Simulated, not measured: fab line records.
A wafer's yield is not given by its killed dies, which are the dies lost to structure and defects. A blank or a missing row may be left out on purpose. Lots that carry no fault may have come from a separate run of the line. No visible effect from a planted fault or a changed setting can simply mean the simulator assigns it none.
Chamber matching    flow n5_finfet    3 sister chambers for N5_BEOL_M4_PECVD_72 on pecvd-04
The step deposits SiO2 from TEOS/O2, target thk 16 nm, time 18 s. 3 wafers are shown with their chamber, then 9 later ones without.

WAFERS PAIRED WITH THEIR CHAMBERS
wafer   chamber  throttle_valve_pct (%)
L088.2  2        19.6
L088.3  0        22.1
L088.5  1        24.2

WAFERS MISSING THEIR CHAMBER
wafer   throttle_valve_pct (%)
L089.2  24.7
L089.5  22.0
L089.6  24.3
L094.3  22.1
L094.4  24.5
L094.5  19.9
L095.1  24.4
L095.2  20.0
L095.6  22.3

WHICH CHAMBER EACH ONE RAN IN
wafer   from the rows above  in truth
L089.2  1                    1
L089.5  0                    0
L089.6  1                    1
L094.3  0                    0
L094.4  1                    1
L094.5  2                    2
L095.1  1                    1
L095.2  2                    2
L095.6  0                    0
9 of 9 placed correctly. Can't be placed from these rows: 0. 0 placed wrongly.
How it was worked out, from the rows above alone: a wafer's distance from a chamber is the root of the sum, over the readings, of the square of ((its reading less the chamber's mean) divided by the reading's scatter). If the next closest chamber is less than 2 further off than the closest, the wafer can't be placed; otherwise it belongs to the closest. A chamber's mean is the mean of its shown wafers. The scatter (one wafer shown for each chamber): square how far every hidden wafer sits from the nearest shown wafer, average those squares and take the square root.
